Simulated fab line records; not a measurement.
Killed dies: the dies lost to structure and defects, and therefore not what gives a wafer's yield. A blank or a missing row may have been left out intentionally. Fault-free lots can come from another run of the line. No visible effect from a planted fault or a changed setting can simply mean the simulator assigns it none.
Which tool is to blame?	flow n5-finfet	Sampling: 9 lots, 27 wafers, 6 of 1938 route steps

WHAT THE GAUGES SHOWED, per wafer
N5_BEOL_M1_OVL_MEAS_29. Usual: V0_OVL 0.0 nm, standard deviation 0.52.
lot	measured	on	V0_OVL (nm)	flag
L447	day 7 06:01	overlay-01	-0.6 -0.1 0.0	
L450	day 8 00:38	overlay-02	-1.0 -0.5 -0.5	
L452	day 8 09:17	overlay-01	0.8 -0.1 0.0	
L453	day 8 23:00	overlay-02	-0.2 -0.2 -0.3	
L454	day 9 02:56	overlay-02	-0.5 -0.4 0.0	
L457	day 9 15:55	overlay-01	0.2 0.3 0.6	
L459	day 10 01:26	overlay-02	0.4 0.4 0.3	
L460	day 10 05:21	overlay-02	-0.7 0.6 0.1	
L466	day 11 20:10	overlay-01	0.7 -0.8 -0.2	

N5_BEOL_M1_OCD_MEAS_38. Usual: trench-depth-nm 55.0 nm, standard deviation 1.4.
lot	measured	on	trench-depth-nm (nm)	flag
L447	day 7 07:19	ocd-02	57.6 57.0 53.9	
L450	day 8 21:25	ocd-02	54.2 54.4 53.9	
L452	day 9 02:07	ocd-01	55.5 53.7 53.5	
L453	day 9 02:36	ocd-01	55.5 54.1 55.4	
L454	day 9 11:38	ocd-02	54.3 58.0 55.5	
L457	day 9 20:29	ocd-02	53.2 54.5 54.5	
L459	day 10 04:46	ocd-01	45.8 55.7 46.5	OFF
L460	day 10 07:20	ocd-02	52.4 52.9 46.0	OFF
L466	day 12 06:03	ocd-02	57.1 56.4 57.2	

N5_BEOL_M4_RC_MEAS_101. Usual: DIBL_N 36.4 mV/V, standard deviation 2.7; DIBL_P 36 mV/V, standard deviation 3.2; IOFF_N 0.16 nA/um, standard deviation 0.046; IOFF_P 0.21 nA/um, standard deviation 0.055; ION_N 677 uA/um, standard deviation 15; ION_P 464 uA/um, standard deviation 11; SS_N 71.5 mV/dec, standard deviation 0.79; SS_P 73.3 mV/dec, standard deviation 0.93; VT_N 250 mV, standard deviation 4.1; VT_P -251 mV, standard deviation 4.4.
lot	measured	on	DIBL_N (mV/V)	DIBL_P (mV/V)	IOFF_N (nA/um)	IOFF_P (nA/um)	ION_N (uA/um)	ION_P (uA/um)	SS_N (mV/dec)	SS_P (mV/dec)	VT_N (mV)	VT_P (mV)	flag
L447	day 9 14:45	prober-02	31.4 36.5 35.3	29 36 34	0.09 0.17 0.14	0.13 0.21 0.18	648 691 677	452 470 463	69.9 71.7 71.3	71.0 72.6 72.5	256 246 252	-257 -249 -253	
L450	day 10 16:34	prober-01	32.3 36.5 33.2	32 38 33	0.10 0.17 0.11	0.15 0.23 0.16	669 687 665	465 472 458	70.9 71.7 70.6	71.4 72.6 71.4	255 248 251	-253 -250 -252	
L452	day 10 19:54	prober-01	37.4 38.3 39.2	37 37 40	0.14 0.16 0.18	0.21 0.23 0.28	667 686 690	468 472 473	71.6 71.9 71.7	73.1 73.2 74.1	254 251 247	-250 -249 -247	
L453	day 10 22:13	prober-02	36.4 37.7 36.7	37 38 36	0.16 0.19 0.15	0.22 0.23 0.19	677 709 672	468 480 457	71.0 71.3 71.5	74.2 73.8 73.1	247 243 251	-248 -249 -252	
L454	day 11 11:20	prober-01	36.4 35.7 35.9	37 35 37	0.17 0.15 0.18	0.26 0.22 0.26	683 678 695	470 470 484	71.5 71.1 71.2	73.6 72.9 72.8	248 249 246	-245 -248 -249	
L457	day 11 17:33	prober-02	33.3 38.7 36.7	34 39 35	0.12 0.24 0.18	0.18 0.25 0.19	656 684 653	454 456 445	71.3 72.1 72.6	73.1 75.0 73.5	254 244 252	-254 -251 -254	
L459	day 12 02:02	prober-01	36.6 40.7 37.0	38 43 40	0.16 0.25 0.16	0.19 0.26 0.21	692 694 668	463 461 454	71.7 72.5 70.8	73.7 74.8 73.7	248 247 254	-253 -250 -254	
L460	day 12 21:01	prober-01	40.7 42.5 36.0	40 44 35	0.20 0.25 0.13	0.23 0.31 0.17	690 694 677	462 476 467	72.2 72.7 70.9	73.8 75.2 72.6	249 246 253	-250 -247 -253	
L466	day 14 07:26	prober-01	28.6 32.5 32.1	29 32 33	0.06 0.11 0.11	0.09 0.12 0.13	633 658 677	435 440 462	70.3 71.0 70.6	70.7 71.9 71.7	264 256 253	-265 -259 -259	

WHAT TOOL EACH LOT RAN ON (gives the tool, then ch and the chambers of the sampled wafers, and finally the start)
lot	N5_BEOL_M1_STRIP_36	N5_BEOL_M1_TRENCH_ETCH_37	N5_BEOL_M1_STRIP_97
L447	rie-diel-03 ch 0,1,3, day 7 07:08	rie-diel-03 ch 0,1,3, day 7 07:10	rie-diel-03 ch 0,1,3, day 7 07:19 or earlier
L450	rie-diel-05 ch 1,3, day 8 21:13	rie-diel-05 ch 1,3, day 8 21:16	rie-diel-05 ch 1,3, day 8 21:25 or earlier
L452	rie-diel-02 ch 0,1,2, day 9 01:55	rie-diel-02 ch 0,1,2, day 9 01:57	rie-diel-02 ch 0,1,2, day 9 02:07 or earlier
L453	rie-diel-02 ch 1,2, day 9 02:24	rie-diel-02 ch 1,2, day 9 02:26	rie-diel-02 ch 1,2, day 9 02:36 or earlier
L454	rie-diel-03 ch 1,2,3, day 9 11:26	rie-diel-03 ch 1,2,3, day 9 11:28	rie-diel-03 ch 1,2,3, day 9 11:38 or earlier
L457	rie-diel-02 ch 1,2,3, day 9 20:17	rie-diel-02 ch 1,2,3, day 9 20:19	rie-diel-02 ch 1,2,3, day 9 20:29 or earlier
L459	rie-diel-02 ch 0,1,3, day 10 04:34	rie-diel-02 ch 0,1,3, day 10 04:36	rie-diel-02 ch 0,1,3, day 10 04:46 or earlier
L460	rie-diel-02 ch 0,3, day 10 07:08	rie-diel-02 ch 0,3, day 10 07:10	rie-diel-02 ch 0,3, day 10 07:20 or earlier
L466	rie-diel-03 ch 0,1,2, day 12 05:52	rie-diel-03 ch 0,1,2, day 12 05:54	rie-diel-03 ch 0,1,2, day 12 06:03 or earlier
- N5_BEOL_M1_STRIP_36: strips in N2/H2.
- N5_BEOL_M1_TRENCH_ETCH_37: etches SiOC in C4F6/O2, target depth 55.207 nm, time 29 s.
- N5_BEOL_M1_STRIP_97: strips in N2/H2, time 10 s.

WHAT THE TOOLS THEMSELVES READ (means of the sampled wafers that have a number; where no wafer has one, the mark that the record gives instead)
N5_BEOL_M1_STRIP_36. Usual: drypump-motor-current-A 5.8 A, standard deviation 0.55; oes-product-au 0.77 a.u., standard deviation 0.097; rf-vpp-V 59.2 V, standard deviation 1.6; showerhead-plenum-p-Torr 2.57 Torr, standard deviation 0.074; throttle-valve-pct 23.59 %, standard deviation 0.24.
lot	tool	drypump-motor-current-A (A)	oes-product-au (a.u.)	rf-vpp-V (V)	showerhead-plenum-p-Torr (Torr)	throttle-valve-pct (%)	flag
L447	rie-diel-03	5.3	0.83	59.5	2.55	23.71	
L450	rie-diel-05	5.7	0.70	59.0	2.63	23.81	
L452	rie-diel-02	5.8	0.74	58.0	2.52	23.34	
L453	rie-diel-02	6.2	0.78	58.6	2.53	23.46	
L454	rie-diel-03	5.4	0.81	61.0	2.58	23.81	
L457	rie-diel-02	6.1	0.73	59.9	2.54	23.55	
L459	rie-diel-02	5.9	0.73	58.6	2.60	23.51	
L460	rie-diel-02	5.5	0.69	58.8	2.60	23.38	
L466	rie-diel-03	5.8	0.85	58.4	2.53	23.79	

N5_BEOL_M1_TRENCH_ETCH_37. Usual: drypump-motor-current-A 5.8 A, standard deviation 0.55; mfc-ar-sccm 300.0 sccm, standard deviation 0.95; oes_ar_750_au 0.77 a.u., standard deviation 0.086; oes_f_703_au 0.76 a.u., standard deviation 0.085; oes-product-au 0.77 a.u., standard deviation 0.094; rf-vpp-V 672 V, standard deviation 8.3; showerhead-plenum-p-Torr 2.89 Torr, standard deviation 0.074; throttle-valve-pct 20.90 %, standard deviation 0.25.
lot	tool	drypump-motor-current-A (A)	mfc-ar-sccm (sccm)	oes_ar_750_au (a.u.)	oes_f_703_au (a.u.)	oes-product-au (a.u.)	rf-vpp-V (V)	showerhead-plenum-p-Torr (Torr)	throttle-valve-pct (%)	flag
L447	rie-diel-03	5.4	300.8	0.84	0.84	0.84	673	2.89	21.12	
L450	rie-diel-05	5.7	301.2	0.70	0.68	0.70	678	2.95	21.13	
L452	rie-diel-02	5.8	300.8	0.73	0.72	0.74	667	2.84	20.76	
L453	rie-diel-02	6.2	300.5	0.77	0.77	0.77	668	2.83	20.62	
L454	rie-diel-03	5.4	299.6	0.81	0.81	0.81	674	2.93	21.16	
L457	rie-diel-02	6.1	298.8	0.72	0.72	0.72	667	2.84	20.76	
L459	rie-diel-02	5.9	299.3	0.73	0.72	0.68	673	2.91	20.71	
L460	rie-diel-02	5.5	301.4	0.69	0.68	0.66	672	2.92	20.85	
L466	rie-diel-03	5.7	299.9	0.85	0.84	0.85	667	2.85	21.13	

N5_BEOL_M1_STRIP_97. Usual: drypump-motor-current-A 5.8 A, standard deviation 0.55; oes-product-au 0.77 a.u., standard deviation 0.096; rf-vpp-V 59.3 V, standard deviation 0.98; showerhead-plenum-p-Torr 2.57 Torr, standard deviation 0.074; throttle-valve-pct 23.59 %, standard deviation 0.24.
lot	tool	drypump-motor-current-A (A)	oes-product-au (a.u.)	rf-vpp-V (V)	showerhead-plenum-p-Torr (Torr)	throttle-valve-pct (%)	flag
L447	rie-diel-03	5.4	0.83	58.9	2.55	23.72	
L450	rie-diel-05	5.7	0.70	59.2	2.63	23.79	
L452	rie-diel-02	5.8	0.74	58.9	2.52	23.34	
L453	rie-diel-02	6.2	0.78	59.2	2.53	23.46	
L454	rie-diel-03	5.4	0.80	59.5	2.58	23.83	
L457	rie-diel-02	6.1	0.73	59.0	2.54	23.57	
L459	rie-diel-02	5.9	0.72	59.3	2.61	23.49	
L460	rie-diel-02	5.5	0.68	60.2	2.60	23.37	
L466	rie-diel-03	5.8	0.85	59.7	2.53	23.80	

THE ANSWER, worked out from the rows above alone
Rule: a lot is off if the mean of its wafers that have a number lies more than 3 standard deviations from the usual mean. A lot without any number at a reading at which 4 lots or more have one is off too. All remaining lots with rows at the step are treated as sound. Order of review: gauges by route order, followed by the tools' own readings, for which a lot's mean as printed above is used. The first step at which some lot is off is used, and at that step the reading that is off furthest; a lot without a number counts as furthest.
Off, at N5_BEOL_M1_OCD_MEAS_38 on trench-depth-nm: L459, L460.
A tool fits if, at a process step before that reading, it ran every lot that is off, and no sound lot after the first of them. The gauges at N5_BEOL_M1_OCD_MEAS_38 are tried like those tools. With no start given for some of its lots, N5_BEOL_M1_STRIP_97 uses the hours and lot order of N5_BEOL_M1_OCD_MEAS_38. One candidate fits, namely rie-diel-02 at N5_BEOL_M1_STRIP_36 and N5_BEOL_M1_TRENCH_ETCH_37 and N5_BEOL_M1_STRIP_97. At N5_BEOL_M1_STRIP_36 its last sound lot is L457 (day 9 20:17), its first lot that is off L459 (day 10 04:34): a fault that began between those two fits.

WHAT HAD BEEN PUT IN BY THE SIMULATOR
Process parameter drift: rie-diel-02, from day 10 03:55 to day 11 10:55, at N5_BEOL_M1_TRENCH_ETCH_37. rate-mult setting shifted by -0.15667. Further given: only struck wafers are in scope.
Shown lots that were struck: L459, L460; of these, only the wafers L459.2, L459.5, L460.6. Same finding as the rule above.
